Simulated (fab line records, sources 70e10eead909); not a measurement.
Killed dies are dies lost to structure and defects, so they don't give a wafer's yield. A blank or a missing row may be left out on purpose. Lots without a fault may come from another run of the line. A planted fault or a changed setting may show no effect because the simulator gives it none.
fab line records | flow nand_harc
record lots=11 wafers=33 last_day=34
route steps=1302 shown A_CHANNEL_HOLE_D1@472 A_CHANNEL_FILL_D1@495 END@1302
lots that met no fault: from a run of the same line without faults
start_h: hours from the record's first day to the start of the lot's first wafer shown | wait_h: hours since the lot's step before | " the same as in the row above | L1.1+2: a row that stands for several wafers | - no value, or no start given | * or withheld: withheld | < > ~ a bound
route shown NAME@n: a module of which the file shows steps, and the number in the route of the first | usual: mean/standard deviation of fault-free wafers | same: alike in all rows | chamber/n: place in a boat | sites: the reading at each site | _std_site: their standard deviation | _edge_site: outer sites' mean less inner sites' | radius_mm: how far each site lies from the wafer's centre | mask NAME#n: copy n | behind: the tool/chamber that last shaped the wafer | hold: why the lot was held/for how many hours/how that ended | device: the transistor (n, p or np) that didn't switch | end of line: the same wafers' tests at the end of the route | a step without rows: its recipe alone | killed: dies lost to structure and defects at the first sort, not the wafer's yield | map: a wafer's dies, x killed, . not, _ none there
set.NAME: the setting as run; set.NAME@STEP: as run at that earlier step | model.NAME: the simulator's own value behind a step, which no gauge read
steps of the route over a sample of lots; a table a step, a row a wafer
services: from which hour (start_h, from the record's first day; less than 0 if before it) a tool's chamber was out of use, for how many hours, and why
## steps
# step NHARC_A_CHANNEL_HOLE_D1_ETCH_20
# recipe bias_v=3000 source_w=withheld pressure_mtorr=20 time_s=361.9 ar_flow_sccm=375 c4f8_flow_sccm=89.3 o2_flow_sccm=35.7 temp_c=-20 target_depth_a=16000 chemistry=C4F8/O2/Ar
# usual drypump_motor_current_A=5.2/0.53 showerhead_plenum_p_Torr=3.69/0.036 throttle_valve_pct=32.155/0.0086
# columns lot.wafer tool chamber start_h wait_h drypump_motor_current_A rf_hours_counter_h showerhead_plenum_p_Torr throttle_valve_pct
L831.2 har_etch-01 0 200.93 0.1 5.9 96 3.73 32.132
L831.4 " 0 " " 6.0 - 3.73 32.158
L831.5 " 0 " " 6.0 - 3.73 32.149
L837.3 har_etch-01 1 259.94 0.2 4.7 - 3.71 32.158
L837.6 " 1 " " 4.8 - 3.71 32.150
L837.5 " 0 " " 5.9 - 3.71 32.159
L838.1 har_etch-02 0 267.10 0.1 4.7 341 3.66 32.158
L838.4 " 0 " " 4.7 - 3.66 32.167
L838.6 " 0 " " 4.7 - 3.66 32.145
L842.1 har_etch-01 0 306.52 0.1 5.9 157 3.69 32.163
L842.4 " 1 " " 4.7 - 3.70 32.148
L842.3 " 0 " " 5.9 - 3.70 32.169
L845.1 har_etch-01 0 333.73 0.1 5.9 172 3.69 32.170
L845.3 " 0 " " 5.9 - 3.69 32.156
L845.6 " 1 " " 4.8 - 3.69 32.159
L846.2 har_etch-02 1 345.91 0.1 5.1 375 3.72 32.132
L846.5 " 0 " " 4.7 - 3.63 32.131
L846.6 " 1 " " 5.1 - 3.72 32.152
L847.2 har_etch-01 0 360.98 0.1 5.9 187 3.68 32.156
L847.3 " 1 " " 4.8 - 3.68 32.157
L847.5 " 1 " " 4.7 - 3.68 32.149
L850.2 har_etch-01 1 382.86 0.1 4.7 202 3.67 32.161
L850.3 " 1 " " 4.7 - 3.67 32.160
L850.5 " 1 " " 4.8 - 3.67 32.154
L851.3 har_etch-02 0 396.57 0.2 4.7 - 3.62 32.157
L851.4 " 1 " " 5.1 - 3.71 32.141
L851.6 " 0 " " 4.7 - 3.62 32.157
L852.1 har_etch-01 1 403.73 0.1 4.7 222 3.66 32.154
L852.3 " 0 " " 5.9 - 3.66 32.161
L852.4 " 1 " " 4.7 - 3.66 32.158
L853.1 har_etch-02 0 416.61 0.1 4.7 15 3.61 32.147
L853.4 " 0 " " 4.7 - 3.61 32.159
L853.5 " 0 " " 4.7 - 3.61 32.150
# step NHARC_A_CHANNEL_HOLE_D1_ETCH_26
# recipe bias_v=300 source_w=2000 pressure_mtorr=30 time_s=224.1 ar_flow_sccm=375 c4f8_flow_sccm=11.4 o2_flow_sccm=113.6 temp_c=-20 target_depth_a=3000 chemistry=C4F8/O2/Ar
# usual drypump_motor_current_A=5.2/0.53 showerhead_plenum_p_Torr=3.74/0.038 throttle_valve_pct=24.584/0.0096
# columns lot.wafer tool chamber start_h wait_h drypump_motor_current_A rf_hours_counter_h showerhead_plenum_p_Torr throttle_valve_pct
L831.2 har_etch-01 0 204.57 0.6 5.9 99 3.77 24.577
L831.4 " 0 " " 5.9 - 3.77 24.598
L831.5 " 0 " " 5.9 - 3.77 24.593
L837.3 har_etch-01 1 263.53 0.5 4.8 - 3.75 24.593
L837.6 " 1 " " 4.8 - 3.75 24.584
L837.5 " 0 " " 5.9 - 3.75 24.587
L838.1 har_etch-02 0 270.76 0.7 4.7 344 3.70 24.581
L838.4 " 0 " " 4.7 - 3.70 24.576
L838.6 " 0 " " 4.7 - 3.70 24.587
L842.1 har_etch-01 0 310.14 0.6 5.9 160 3.74 24.583
L842.4 " 1 " " 4.7 - 3.74 24.578
L842.3 " 0 " " 5.9 - 3.74 24.584
L845.1 har_etch-01 0 337.40 0.7 5.9 176 3.73 24.576
L845.3 " 0 " " 5.9 - 3.73 24.583
L845.6 " 1 " " 4.7 - 3.73 24.593
L846.2 har_etch-02 1 349.55 0.6 5.0 378 3.77 24.594
L846.5 " 0 " " 4.7 - 3.67 24.579
L846.6 " 1 " " 5.1 - 3.77 24.589
L847.2 har_etch-01 0 364.62 0.6 5.9 191 3.72 24.577
L847.3 " 1 " " 4.7 - 3.72 24.606
L847.5 " 1 " " 4.7 - 3.72 24.572
L850.2 har_etch-01 1 386.49 0.6 4.8 206 3.71 24.584
L850.3 " 1 " " 4.8 - 3.71 24.595
L850.5 " 1 " " 4.8 - 3.71 24.583
L851.3 har_etch-02 0 400.21 0.5 4.7 - 3.66 24.562
L851.4 " 1 " " 5.1 - 3.76 24.587
L851.6 " 0 " " 4.7 - 3.66 24.600
L852.1 har_etch-01 1 407.39 0.6 4.7 225 3.70 24.585
L852.3 " 0 " " 5.9 - 3.70 24.589
L852.4 " 1 " " 4.7 - 3.70 24.588
L853.1 har_etch-02 0 420.24 0.6 4.8 19 3.65 24.569
L853.4 " 0 " " 4.7 - 3.65 24.602
L853.5 " 0 " " 4.7 - 3.65 24.592
# step NHARC_A_CHANNEL_HOLE_D1_ETCH_44
# recipe target_depth_a=1400 overetch_a=140 time_s=77 ion_energy_ev=100 cf4_flow_sccm=80 o2_flow_sccm=20 ar_flow_sccm=0 rf_w=300 bias_w=100 chemistry=CF4/O2
# usual drypump_motor_current_A=5.6/0.42 oes_product_au=1.000/0.015 rf_vpp_V=197.7/1.3 showerhead_plenum_p_Torr=1.33/0.056 throttle_valve_pct=13.396/0.0085
# columns lot.wafer tool chamber start_h wait_h drypump_motor_current_A oes_product_au rf_hours_counter_h rf_vpp_V showerhead_plenum_p_Torr throttle_valve_pct
L831.2 rie_diel-07 2 205.53 0.1 6.0 1.000 22 197.9 1.34 13.392
L831.4 " 0 " " 5.8 1.002 - 197.2 1.33 13.386
L831.5 " 1 " " 6.3 1.004 - 198.0 1.30 13.394
L837.3 rie_diel-01 2 264.43 0.1 5.3 0.980 5 197.3 1.27 13.400
L837.5 " 3 " " 5.3 1.021 - 198.8 1.41 13.404
L837.6 " 0 " " 6.3 1.032 - 196.4 1.29 13.385
L838.4 rie_diel-01 0 271.71 0.1 6.3 1.030 5 197.6 1.29 13.401
L838.1 " 1 " " 5.5 0.980 4 198.5 1.34 13.403
L838.6 " 3 " " 5.4 1.003 - 199.0 1.41 13.404
L842.1 rie_diel-07 2 311.10 0.1 5.9 1.003 1 198.1 1.33 13.394
L842.3 " 3 " " 4.9 1.010 1 197.1 1.28 13.398
L842.4 " 0 " " 5.8 1.003 2 200.4 1.32 13.404
L845.1 rie_diel-01 0 338.34 0.0 6.3 1.006 11 196.9 1.29 13.411
L845.3 " 2 " " 5.2 0.978 10 196.8 1.27 13.401
L845.6 " 1 " " 5.5 0.982 - 198.2 1.34 13.408
L846.2 rie_diel-01 3 350.48 0.1 5.3 1.010 12 198.9 1.41 13.386
L846.5 " 1 " " 5.5 0.983 - 197.5 1.34 13.400
L846.6 " 2 " " 5.3 0.986 - 194.6 1.27 13.381
L847.2 rie_diel-01 2 365.61 0.1 5.3 0.986 13 196.0 1.27 13.394
L847.3 " 3 " " 5.4 1.018 - 200.4 1.41 13.380
L847.5 " 3 " " 5.3 1.014 - 200.7 1.41 13.388
L850.3 rie_diel-08 1 387.40 0.1 5.4 1.010 5 197.1 1.29 13.401
L850.2 " 0 " " 5.7 0.984 5 196.2 1.24 13.397
L850.5 " 1 " " 5.4 1.015 - 196.8 1.29 13.400
L851.3 rie_diel-01 3 401.30 0.1 5.3 1.003 3 199.2 1.41 13.399
L851.6 " 2 " " 5.3 0.980 - 197.2 1.27 13.387
L851.4 " 3 " " 5.3 1.004 - 198.7 1.41 13.398
L852.3 rie_diel-01 1 408.34 0.1 5.5 0.988 3 197.7 1.34 13.391
L852.1 " 3 " " 5.4 1.006 3 199.0 1.41 13.400
L852.4 " 2 " " 5.3 0.974 - 196.3 1.27 13.407
L853.1 rie_diel-01 2 421.25 0.1 5.3 0.988 4 196.1 1.27 13.391
L853.4 " 3 " " 5.4 0.995 - 199.2 1.41 13.405
L853.5 " 2 " " 5.3 0.986 - 196.0 1.27 13.401
# step NHARC_A_CHANNEL_HOLE_D1_INSPECT_40
# usual raw_defect_count=68/22
# columns lot.wafer tool chamber start_h wait_h raw_defect_count
L831.2 defect_inspect-02 - 206.62 - 51
L831.4 " - " " 48
L831.5 " - " " 25
L837.3 defect_inspect-02 - 265.40 - 1468
L837.5 " - " " 1431
L837.6 " - " " 1441
L838.1 defect_inspect-01 - 272.68 - 1480
L838.4 " - " " 1490
L838.6 " - " " 1433
L842.1 defect_inspect-01 - 312.15 - 89
L842.3 " - " " 52
L842.4 " - " " 82
L845.1 defect_inspect-02 - 339.32 - 58
L845.3 " - " " 63
L845.6 " - " " 44
L846.2 defect_inspect-01 - 351.44 - 73
L846.5 " - " " 106
L846.6 " - " " 90
L847.2 defect_inspect-02 - 366.94 - 76
L847.3 " - " " 52
L847.5 " - " " 59
L850.2 defect_inspect-02 - 388.39 - 64
L850.3 " - " " 53
L850.5 " - " " 84
L851.3 defect_inspect-02 - 402.39 - 38
L851.4 " - " " 47
L851.6 " - " " 32
L852.1 defect_inspect-02 - 409.44 - 87
L852.3 " - " " 56
L852.4 " - " " 63
L853.1 defect_inspect-01 - 422.61 - 32
L853.4 " - " " 46
L853.5 " - " " 32
# step NHARC_A_CHANNEL_FILL_D1_ALD_15
# recipe target_thk_a=20 pulse_time_s=60 ald_cycles=19 temp_c=630 pressure_torr=2 material=SiNx
# usual precursor_pulse_height_rel=1.002/0.018
# columns lot.wafer tool chamber start_h wait_h precursor_pulse_height_rel
L831.2 ald_sin_batch-01 0 - - 0.995
L831.4 " 0 " " 1.020
L831.5 " 0 " " 1.002
L837.3 ald_sin_batch-01 0 - - 1.006
L837.5 " 0 " " 0.997
L837.6 " 0 " " 1.008
L838.1 ald_sin_batch-01 0 - - 0.986
L838.4 " 0 " " 0.999
L838.6 " 0 " " 1.015
L842.1 ald_sin_batch-03 0 - - 0.996
L842.3 " 0 " " 1.008
L842.4 " 0 " " 1.007
L845.1 ald_sin_batch-02 0 349.88 3.1 1.022
L845.3 " 0 " " 1.005
L845.6 " 0 " " 0.995
L846.2 ald_sin_batch-03 0 - - 1.034
L846.5 " 0 " " 0.993
L846.6 " 0 " " 0.994
L847.2 ald_sin_batch-01 0 - - 0.962
L847.3 " 0 " " 0.976
L847.5 " 0 " " 1.022
L850.2 ald_sin_batch-01 0 - - 0.972
L850.3 " 0 " " 1.003
L850.5 " 0 " " 1.017
L851.3 ald_sin_batch-02 0 - - 1.026
L851.4 " 0 " " 1.016
L851.6 " 0 " " 0.948
L852.1 ald_sin_batch-01 0 - - 0.993
L852.3 " 0 " " 0.970
L852.4 " 0 " " 1.030
L853.1 ald_sin_batch-03 0 - - 1.005
L853.4 " 0 " " 1.025
L853.5 " 0 " " 0.994
# step NHARC_END_SORT_01
# recipe temp_c=25
# usual killed_at_array=56/17 killed_at_other=1.2/1.4 killed_at_periphery=4/3.2 killed_dies=61/16 killed_open=3.6/2.1 killed_short=2.7/1.8
# same gross_dies=677
# columns lot.wafer tool chamber start_h wait_h killed_at_array killed_at_other killed_at_periphery killed_dies killed_open killed_short
L838.1 prober-02 0 641.04 2.5 156 0 6 162 1 1
L838.4 prober-02 0 643.45 3.4 98 2 13 113 6 3
L838.6 prober-02 0 645.05 4.0 135 0 1 136 3 2
L837.3 prober-01 0 642.63 3.1 106 0 1 107 5 4
L837.5 prober-01 0 644.23 3.7 107 1 6 114 8 3
L837.6 prober-01 0 645.04 4.0 84 0 7 91 6 4
# killed by level:class
L838.1 A_CHANNEL_HOLE_D1:unspecified=96 A_SLIT:chamber_film_flake=23 A_CHANNEL_HOLE_D1:chamber_film_flake=19 A_CHANNEL_HOLE_D2:chamber_film_flake=10 P_M0:chamber_film_flake=3 A_WL_FILL:chamber_film_flake=3 A_ONON_D1:geometric_particle:short=1 A_CHANNEL_FILL_D2:geometric_particle:open=1
L837.3 A_CHANNEL_HOLE_D1:unspecified=54 A_CHANNEL_HOLE_D2:chamber_film_flake=32 A_STAIRCASE:chamber_film_flake=4 A_ONON_D2:geometric_particle:open=2 A_CHANNEL_HOLE_D1:chamber_film_flake=2 P_M0:geometric_particle:open=1 A_ONON_D2:geometric_particle:short=1 A_CHANNEL_FILL_D2:geometric_particle:short=1
L838.4 A_CHANNEL_HOLE_D1:unspecified=36 A_SLIT:chamber_film_flake=28 A_CHANNEL_HOLE_D2:chamber_film_flake=13 A_CHANNEL_HOLE_D1:chamber_film_flake=6 A_CHANNEL_FILL_D2:chamber_film_flake=4 P_ZERO_WELL:chamber_film_flake=3 P_CONTACT:chamber_film_flake=3 P_M0:chamber_film_flake=3
L837.5 A_CHANNEL_HOLE_D1:unspecified=62 A_CHANNEL_HOLE_D2:chamber_film_flake=22 A_CHANNEL_HOLE_D1:chamber_film_flake=5 A_STAIRCASE:chamber_film_flake=4 P_CONTACT:geometric_particle:open=2 P_CONTACT:chamber_film_flake=2 A_ZERO_WELL:chamber_film_flake=2 A_SLIT:chamber_film_flake=2
L837.6 A_CHANNEL_HOLE_D1:unspecified=40 A_CHANNEL_HOLE_D2:chamber_film_flake=30 A_CHANNEL_HOLE_D1:chamber_film_flake=4 P_CONTACT:chamber_film_flake=3 P_CONTACT:geometric_particle:open=2 A_WL_FILL:chamber_film_flake=2 P_GATE:geometric_particle:open=1 P_M0:geometric_particle:open=1
L838.6 A_CHANNEL_HOLE_D1:unspecified=60 A_SLIT:chamber_film_flake=29 A_CHANNEL_HOLE_D1:chamber_film_flake=23 A_CHANNEL_HOLE_D2:chamber_film_flake=10 A_CONTACT:chamber_film_flake=4 A_CHANNEL_FILL_D2:chamber_film_flake=2 A_WL_FILL:chamber_film_flake=2 P_M2:geometric_particle:short=1
## services
# columns tool chamber start_h hours kind
rie_diel-01 0 182.95 - clean
rie_diel-01 1 182.95 - clean
rie_diel-01 2 182.95 - clean
rie_diel-08 - 190.88 9.0 pm
ald_sin_batch-02 - 192.71 16.7 repair
rie_diel-07 3 202.03 9.6 repair
rie_diel-01 - 203.81 9.0 pm
rie_diel-01 2 230.95 4.5 repair
rie_diel-07 1 263.08 1.3 repair
ald_sin_batch-02 - 266.00 26.0 pm
rie_diel-07 - 294.28 9.0 pm
har_etch-02 - 320.28 0.7 repair
rie_diel-08 2 342.26 1.4 repair
rie_diel-07 3 347.17 4.9 repair
rie_diel-01 1 362.21 11.3 repair
rie_diel-01 0 365.42 132.0 repair
rie_diel-08 - 367.88 9.0 pm
har_etch-02 - 379.36 17.0 pm
rie_diel-01 - 380.81 9.0 pm
rie_diel-07 0 385.23 18.2 repair
ald_sin_batch-03 - 397.26 18.5 repair
rie_diel-01 1 419.37 3.8 repair
har_etch-02 - 428.05 0.5 repair
rie_diel-08 0 431.78 2.8 repair
## key
first_sign step=NHARC_A_CHANNEL_HOLE_D1_INSPECT_40 reading=raw_defect_count direction=up sigmas=62 usual=68 struck=1457
effect step=NHARC_END_SORT_01 reading=killed_dies direction=up sigmas=3.6 usual=61 struck=120 wafers_moved=5
more_kills_born_at NHARC_A_CHANNEL_HOLE_D1_ETCH_44@rie_diel-01=348
met_at NHARC_A_CHANNEL_HOLE_D1_ETCH_44
struck_lots L837,L838
tester_left_out L837,L838
not_acting_at NHARC_A_CHANNEL_HOLE_D1_ETCH_20,NHARC_A_CHANNEL_HOLE_D1_ETCH_26,NHARC_A_CHANNEL_FILL_D1_ALD_15
fault kind=chamber_particle_source tool=rie_diel-01 chamber=- onset_h=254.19 steps=NHARC_A_CHANNEL_HOLE_D1_ETCH_44 rate_per_visit_cm2=2.1708 end_h=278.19
# tester_left_out: of these lots the tester's yield and bins aren't shown, on N5 and GAA mostly nor the transistor test; their killed dies are dies lost to structure and defects alone, not to doping, threshold or leakage, so they don't give the yield
